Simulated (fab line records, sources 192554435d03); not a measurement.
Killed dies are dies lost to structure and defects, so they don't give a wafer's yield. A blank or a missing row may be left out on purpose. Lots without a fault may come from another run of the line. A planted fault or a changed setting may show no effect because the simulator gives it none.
fab line records | flow n5_finfet
record lots=10 wafers=30 last_day=18
route steps=1938 shown FIN_SAQP@137 FIN_CUT@154 BEOL_M4@1111 PASSIVATION@1936
lots that met no fault: from a run of the same line without faults
start_h: hours from the record's first day to the start of the lot's first wafer shown | wait_h: hours since the lot's step before | " the same as in the row above | L1.1+2: a row that stands for several wafers | - no value, or no start given | * or withheld: withheld | < > ~ a bound
route shown NAME@n: a module of which the file shows steps, and the number in the route of the first | usual: mean/standard deviation of fault-free wafers | same: alike in all rows | chamber/n: place in a boat | sites: the reading at each site | _std_site: their standard deviation | _edge_site: outer sites' mean less inner sites' | radius_mm: how far each site lies from the wafer's centre | mask NAME#n: copy n | behind: the tool/chamber that last shaped the wafer | hold: why the lot was held/for how many hours/how that ended | device: the transistor (n, p or np) that didn't switch | end of line: the same wafers' tests at the end of the route | a step without rows: its recipe alone | killed: dies lost to structure and defects at the first sort, not the wafer's yield | map: a wafer's dies, x killed, . not, _ none there
set.NAME: the setting as run; set.NAME@STEP: as run at that earlier step | model.NAME: the simulator's own value behind a step, which no gauge read
steps of the route over a sample of lots; a table a step, a row a wafer
services: from which hour (start_h, from the record's first day; less than 0 if before it) a tool's chamber was out of use, for how many hours, and why
## steps
# step N5_FIN_SAQP_RECESS_71
# recipe chemistry=HF/NH3 target=SiO2 target_depth_a=30 afs_cycles=1 temp_c=30 sublimation_temp_c=180 sublimation_time_s=60
# usual drypump_motor_current_A=5.9/0.34 foreline_p_Torr=0.1280/0.00063
# columns lot.wafer tool chamber start_h wait_h drypump_motor_current_A foreline_p_Torr
L404.2 vapor_etch-02 0 25.43 0.0 5.4 0.1281
L404.3 " 0 " " 5.4 0.1284
L404.4 " 1 " " 6.1 0.1281
L406.1 vapor_etch-01 1 36.75 0.0 5.8 0.1279
L406.2 " 0 " " 6.2 0.1285
L406.4 " 0 " " 6.2 0.1289
L408.3 vapor_etch-02 0 48.40 0.1 5.4 0.1277
L408.5 " 0 " " 5.4 0.1278
L408.6 " 1 " " 6.1 0.1274
L413.1 vapor_etch-01 0 80.41 0.0 6.2 0.1279
L413.2 " 1 " " 5.7 0.1279
L413.6 " 1 " " 5.7 0.1276
L415.1 vapor_etch-01 0 93.09 0.0 6.2 0.1286
L415.3 " 0 " " 6.2 0.1270
L415.5 " 1 " " 5.7 0.1292
L416.1 vapor_etch-02 1 100.36 0.0 6.1 0.1282
L416.2 " 0 " " 5.4 0.1280
L416.3 " 0 " " 5.4 0.1280
L419.3 vapor_etch-02 0 115.09 0.1 5.4 0.1288
L419.5 " 1 " " 6.1 0.1267
L419.6 " 0 " " 5.4 0.1285
L425.2 vapor_etch-01 1 151.33 0.0 5.7 0.1268
L425.3 " 0 " " 6.2 0.1286
L425.4 " 1 " " 5.7 0.1263
L426.3 vapor_etch-02 0 157.94 0.1 5.4 0.1273
L426.5 " 1 " " 6.1 0.1284
L426.6 " 0 " " 5.4 0.1274
L427.1 vapor_etch-01 1 162.97 0.0 5.8 0.1273
L427.4 " 0 " " 6.2 0.1274
L427.5 " 0 " " 6.2 0.1283
# step N5_FIN_SAQP_HM_CD_35
# recipe target_cd_nm=8 polarity=line
# usual cd_nm=8.10/0.23
# columns lot.wafer tool chamber start_h wait_h cd_nm
L404.2 cd_sem-03 - 27.93 0.1 8.02
L404.3 " - " " 8.50
L404.4 " - " " 7.85
L406.1 cd_sem-03 - 37.84 0.1 7.91
L406.2 " - " " 8.16
L406.4 " - " " 8.22
L408.3 cd_sem-01 - 49.48 0.1 8.02
L408.5 " - " " 8.06
L408.6 " - " " 8.09
L413.1 cd_sem-03 - 81.56 0.1 8.32
L413.2 " - " " 8.08
L413.6 " - " " 8.13
L415.1 cd_sem-01 - 95.46 0.1 8.26
L415.3 " - " " 8.01
L415.5 " - " " 8.26
L416.1 cd_sem-01 - 101.29 0.1 8.05
L416.2 " - " " 7.98
L416.3 " - " " 8.03
L419.3 cd_sem-01 - 116.98 0.1 8.50
L419.5 " - " " 8.38
L419.6 " - " " 7.93
L425.2 cd_sem-01 - 152.46 0.1 8.18
L425.3 " - " " 8.29
L425.4 " - " " 7.99
L426.3 cd_sem-03 - 158.88 0.1 8.04
L426.5 " - " " 8.11
L426.6 " - " " 8.28
L427.1 cd_sem-03 - 163.90 0.1 8.24
L427.4 " - " " 8.00
L427.5 " - " " 7.98
# step N5_FIN_SAQP_FIN_ETCH_36
# recipe chemistry=HBr/Cl2/O2 target_depth_a=1200 mask_material=SiNx time_s=50.4 bias_w=102 pressure_mtorr=10 icp_w=800 HBr_flow_sccm=150 Cl2_flow_sccm=80 O2_flow_sccm=12
# usual drypump_motor_current_A=5.7/0.4 oes_product_au=1.011/0.018 rf_fwd_power_W=796.7/3 throttle_valve_pct=36.04/0.29
# columns lot.wafer tool chamber start_h wait_h drypump_motor_current_A oes_product_au rf_fwd_power_W rf_hours_counter_h throttle_valve_pct
L404.2 rie_si-03 2 27.99 0.0 6.1 1.013 794.6 101 36.07
L404.3 " 3 " " 5.2 1.011 796.7 89 35.66
L404.4 " 1 " " 5.4 0.991 794.6 166 35.98
L406.1 rie_si-06 0 37.90 0.0 6.0 1.030 798.3 40 36.01
L406.2 " 3 " " 6.2 1.005 801.0 110 36.63
L406.4 " 1 " " 5.3 1.003 801.2 168 35.74
L408.3 rie_si-06 1 49.54 0.0 5.3 0.991 800.6 168 35.75
L408.5 " 2 " " 5.0 1.017 798.2 - 35.93
L408.6 " 3 " " 6.3 1.023 795.2 - 36.63
L413.1 rie_si-03 2 81.63 0.0 6.0 1.013 792.4 102 36.05
L413.2 " 3 " " 5.2 1.033 797.0 90 35.62
L413.6 " 3 " " 5.2 1.022 797.6 - 35.62
L415.1 rie_si-06 2 95.53 0.0 5.0 1.024 798.4 65 35.92
L415.3 " 1 " " 5.4 1.022 796.5 169 35.73
L415.5 " 3 " " 6.3 1.009 799.4 - 36.63
L416.1 rie_si-03 0 101.36 0.0 5.6 0.980 793.6 109 36.36
L416.2 " 2 " " 6.1 1.018 795.4 102 36.05
L416.3 " 1 " " 5.4 0.997 791.9 168 35.96
L419.3 rie_si-06 2 117.04 0.0 4.9 1.013 797.2 66 35.94
L419.5 " 2 " " 4.9 1.008 798.5 - 35.95
L419.6 " 3 " " 6.2 1.016 803.0 - 36.64
L425.2 rie_si-04 3 152.53 0.0 5.9 1.034 795.0 182 36.09
L425.3 " 2 " " 5.7 0.993 800.9 148 35.79
L425.4 " 0 " " 5.9 1.009 786.6 33 35.99
L426.3 rie_si-04 0 158.94 0.0 5.9 0.991 796.8 33 36.02
L426.5 " 2 " " 5.7 0.987 798.0 - 35.79
L426.6 " 3 " " 5.9 1.017 795.1 - 36.09
L427.1 rie_si-06 2 163.97 0.0 5.0 1.018 799.2 67 35.91
L427.4 " 3 " " 6.3 1.027 798.4 112 36.61
L427.5 " 3 " " 6.3 1.012 801.5 - 36.63
# step N5_FIN_CUT_COAT_18
# recipe resist=SOC temp_c=250 time_s=60 spin_rpm=1500 resist_thk_nm=230
# usual heater_power_total_W=500.5/1.8 plate_temp_C=250.00/0.2 spin_speed_rpm=1499.9/1.1
# columns lot.wafer tool chamber start_h wait_h heater_power_total_W plate_temp_C spin_speed_rpm
L404.2 litho_track-03 0 28.28 0.0 500.5 249.94 1499.5
L404.3 " 0 " " 499.7 249.84 1498.2
L404.4 " 0 " " 503.2 249.89 1499.5
L406.1 litho_track-01 0 38.19 0.0 501.9 250.15 1500.9
L406.2 " 0 " " 503.4 250.07 1501.9
L406.4 " 0 " " 502.8 250.37 1501.5
L408.3 litho_track-01 0 49.83 0.0 501.3 249.99 1501.7
L408.5 " 0 " " 498.1 250.12 1500.3
L408.6 " 0 " " 499.7 249.82 1500.3
L413.1 litho_track-01 0 81.95 0.0 843.8 268.20 1498.6
L413.2 " 0 " " 840.3 268.46 1500.7
L413.6 " 0 " " 844.5 268.20 1499.7
L415.1 litho_track-03 0 95.81 0.0 498.7 250.03 1499.2
L415.3 " 0 " " 498.8 250.08 1498.7
L415.5 " 0 " " 499.1 250.06 1497.0
L416.1 litho_track-01 0 101.64 0.0 840.4 268.02 1501.1
L416.2 " 0 " " 840.9 268.27 1499.5
L416.3 " 0 " " 841.1 268.28 1500.9
L419.3 litho_track-02 0 117.34 0.0 501.5 249.65 1500.7
L419.5 " 0 " " 502.5 249.97 1500.4
L419.6 " 0 " " 501.9 249.77 1501.1
L425.2 litho_track-02 0 152.81 0.0 501.0 250.07 1501.0
L425.3 " 0 " " 501.5 250.16 1501.3
L425.4 " 0 " " 501.9 249.96 1501.2
L426.3 litho_track-03 0 159.22 0.0 498.9 249.67 1498.3
L426.5 " 0 " " 497.5 249.63 1498.9
L426.6 " 0 " " 503.3 249.72 1499.6
L427.1 litho_track-01 0 164.25 0.0 502.6 250.23 1500.6
L427.4 " 0 " " 497.3 250.13 1498.8
L427.5 " 0 " " 502.8 250.02 1498.5
# step N5_BEOL_M4_RC_MEAS_101
# usual DIBL_N=35.8/1.8 DIBL_P=35.9/2.2 IOFF_N=0.16/0.035 IOFF_P=0.21/0.04 ION_N=672/11 ION_P=461/7.4 SS_N=71.4/0.64 SS_P=73.2/0.67 VT_N=250/3.5 VT_P=-251/3.4
# columns lot.wafer tool chamber start_h wait_h DIBL_N[mV/V] DIBL_P[mV/V] IOFF_N[nA/um] IOFF_P[nA/um] ION_N[uA/um] ION_P[uA/um] SS_N[mV/dec] SS_P[mV/dec] VT_N[mV] VT_P[mV]
L404.2 prober-02 0 163.66 0.2 35.0 34.4 0.15 0.16 664 450 71.5 73.0 250 -254
L404.3 " 0 " " 35.8 36.3 0.17 0.19 691 467 72.1 73.8 248 -252
L404.4 " 0 " " 35.0 35.2 0.15 0.17 671 459 72.0 72.7 248 -252
L406.1 prober-02 0 165.77 0.2 34.2 32.9 0.12 0.17 664 451 71.0 72.0 254 -254
L406.2 " 0 " " 33.8 34.0 0.12 0.18 671 462 71.3 71.9 257 -255
L406.4 " 0 " " 34.3 33.8 0.13 0.18 673 452 70.8 73.0 253 -252
L408.3 prober-02 0 188.64 0.3 37.6 39.3 0.21 0.27 679 467 72.1 73.9 247 -246
L408.5 " 0 " " 34.5 35.6 0.15 0.21 670 459 71.0 72.9 250 -247
L408.6 " 0 " " 35.5 37.1 0.17 0.24 676 473 71.4 73.0 251 -248
L413.1 prober-01 0 218.52 0.0 37.6 38.2 0.20 0.24 682 460 72.5 74.0 248 -248
L413.2 " 0 " " 34.9 34.9 0.14 0.19 667 458 71.6 72.9 252 -252
L413.6 " 0 " " 38.6 38.6 0.20 0.25 682 465 72.4 73.3 247 -247
L415.1 prober-02 0 238.77 0.0 35.6 35.6 0.14 0.18 674 455 71.6 73.2 249 -251
L415.3 " 0 " " 38.5 39.2 0.19 0.24 682 459 72.2 73.4 249 -249
L415.5 " 0 " " 37.0 37.5 0.18 0.21 685 465 72.7 73.6 249 -250
L416.1 prober-02 0 251.04 0.0 39.1 39.8 0.23 0.27 690 472 72.2 73.6 244 -248
L416.2 " 0 " " 34.3 33.5 0.12 0.17 665 457 70.7 73.1 254 -252
L416.3 " 0 " " 34.8 35.5 0.14 0.20 667 463 70.3 72.8 252 -248
L419.3 prober-02 0 277.37 0.3 37.4 36.8 0.21 0.27 697 478 71.8 73.6 245 -244
L419.5 " 0 " " 39.5 40.4 0.25 0.34 702 486 72.1 73.8 242 -243
L419.6 " 0 " " 34.0 33.2 0.13 0.20 667 462 70.4 72.5 252 -247
L425.2 prober-01 0 287.94 0.2 37.1 37.8 0.17 0.21 679 458 72.1 74.1 246 -251
L425.3 " 0 " " 36.5 36.8 0.15 0.20 674 468 71.4 73.9 251 -255
L425.4 " 0 " " 33.7 32.5 0.11 0.15 660 454 70.9 72.8 255 -255
L426.3 prober-02 0 309.15 0.3 35.9 34.6 0.14 0.20 676 467 70.8 73.0 249 -252
L426.5 " 0 " " 35.5 34.3 0.14 0.20 683 466 71.0 72.3 249 -251
L426.6 " 0 " " 35.3 33.3 0.12 0.19 669 464 70.5 72.7 254 -252
L427.1 prober-02 0 311.74 0.0 34.4 33.0 0.11 0.17 659 459 70.6 72.5 255 -251
L427.4 " 0 " " 35.2 34.1 0.12 0.18 658 459 71.7 72.9 255 -253
L427.5 " 0 " " 32.4 30.8 0.09 0.14 653 453 70.3 71.6 257 -255
# step N5_PASSIVATION_PROBE_49
# usual defect_limited_yield=91.0/1.5 killed_at_M0_to_M3=34/9.1 killed_at_M4_up=14/5.7 killed_at_contacts=13/5.7 killed_at_front_end=42/12 killed_at_other=4/3.4 killed_dies=106/17 killed_on_rim=14/4.3 killed_open=70/13 killed_short=34/7.5 sort_bin_5_function=5.2/0.94 sort_bin_6_memory=3.4/0.69 sort_bin_8_speed=0.00/0.029 sort_n_pass=1074/17 sort_yield_pct=91.0/1.5
# same gross_dies=1180 killed_at_back_side=0 sort_bin_4_leakage[%]=0
# columns lot.wafer tool chamber start_h wait_h defect_limited_yield[%] killed_at_M0_to_M3 killed_at_M4_up killed_at_contacts killed_at_front_end killed_at_other killed_dies killed_on_rim killed_open killed_short sort_bin_5_function[%] sort_bin_6_memory[%] sort_bin_8_speed[%] sort_n_pass sort_yield_pct[%]
L413.1 prober-02 - 325.77 0.0 87.9 61 8 12 59 3 143 17 98 45 7.1 4.4 0 1037 87.9
L413.2 prober-02 - 325.82 0.1 89.2 50 9 8 60 0 127 18 88 39 6.2 4.3 0 1053 89.2
L413.6 prober-02 - 326.02 0.3 89.3 52 7 5 60 2 126 14 89 34 6.4 3.5 0 1054 89.3
L416.1 prober-01 - 351.56 0.0 91.9 49 9 8 27 2 95 15 64 31 4.8 2.7 0 1085 91.9
L416.2 prober-01 - 351.61 0.1 91.6 27 11 13 47 1 99 9 65 34 4.1 4.1 0 1081 91.6
L416.3 prober-01 - 351.66 0.1 91.1 31 6 10 55 3 105 12 68 37 4.9 3.4 0 1075 91.1
# killed by level:class
L413.1 BEOL_M3:geometric_particle:open=23 BEOL_M2:geometric_particle:open=18 FIN_SAQP:geometric_particle:open=14 MOL_CONTACT_COAG:geometric_particle:open=10 FIN_SAQP:geometric_particle:short=9 STI_FIN_REVEAL:geometric_particle:open=8 BEOL_M3:geometric_particle:short=7 ILD0:geometric_particle:open=6
L413.2 STI_FIN_REVEAL:geometric_particle:open=21 BEOL_M3:geometric_particle:open=17 BEOL_M2:geometric_particle:open=9 STI_FIN_REVEAL:geometric_particle:short=8 BEOL_M0_SAQP:geometric_particle:short=8 MOL_CONTACT_COAG:geometric_particle:open=7 FIN_SAQP:geometric_particle:open=6 FIN_SAQP:geometric_particle:short=5
L413.6 BEOL_M3:geometric_particle:open=21 STI_FIN_REVEAL:geometric_particle:open=16 FIN_SAQP:geometric_particle:open=15 BEOL_M0_SAQP:geometric_particle:open=14 FIN_SAQP:geometric_particle:short=9 BEOL_M0_SAQP:geometric_particle:short=8 BEOL_M4:geometric_particle:open=6 DUMMY_GATE:geometric_particle:open=5
L416.1 BEOL_M2:geometric_particle:open=12 STI_FIN_REVEAL:geometric_particle:open=10 BEOL_M0_SAQP:geometric_particle:short=9 MOL_CONTACT_COAG:geometric_particle:open=7 BEOL_M0_SAQP:geometric_particle:open=7 BEOL_M1:geometric_particle:open=7 GATE_CUT:geometric_particle:short=6 BEOL_M3:geometric_particle:open=6
L416.2 MOL_CONTACT_COAG:geometric_particle:open=11 STI_FIN_REVEAL:geometric_particle:open=10 BEOL_M2:geometric_particle:open=9 GATE_CUT:geometric_particle:short=8 GATE_CUT:geometric_particle:open=7 FIN_SAQP:geometric_particle:short=6 BEOL_M0_SAQP:geometric_particle:short=6 FIN_SAQP:geometric_particle:open=5
L416.3 STI_FIN_REVEAL:geometric_particle:open=23 FIN_SAQP:geometric_particle:open=10 BEOL_M0_SAQP:geometric_particle:short=10 MOL_CONTACT_COAG:geometric_particle:open=9 BEOL_M0_SAQP:geometric_particle:open=9 FIN_SAQP:geometric_particle:short=6 GATE_CUT:geometric_particle:short=6 BEOL_M2:geometric_particle:open=4
## services
# columns tool chamber start_h hours kind
litho_track-02 - 20.37 - consumable_replace:filter
rie_si-04 0 36.16 16.7 repair
rie_si-06 - 64.93 0.8 repair
vapor_etch-02 - 89.13 0.3 repair
litho_track-01 - 97.38 - consumable_replace:filter
litho_track-01 - 108.17 - consumable_replace:filter
vapor_etch-01 - 120.00 0.4 repair
rie_si-03 1 134.56 6.4 repair
rie_si-03 - 158.67 28.1 pm
## key
first_sign step=N5_FIN_CUT_COAT_18 reading=heater_power_total_W direction=up sigmas=99+ usual=* struck=*
effect step=N5_FIN_CUT_COAT_18 reading=plate_temp_C direction=up sigmas=93 usual=* struck=*
met_at N5_FIN_CUT_COAT_18
struck_lots L413,L416
not_acting_at N5_FIN_SAQP_RECESS_71,N5_FIN_SAQP_HM_CD_35,N5_FIN_SAQP_FIN_ETCH_36
onset_between 49.83 81.95
fault kind=process_parameter_drift tool=litho_track-01 chamber=- onset_h=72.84 steps=N5_FIN_CUT_COAT_18 channel=temp_c offset=* shape=step end_h=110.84 acts_in=* stated=*
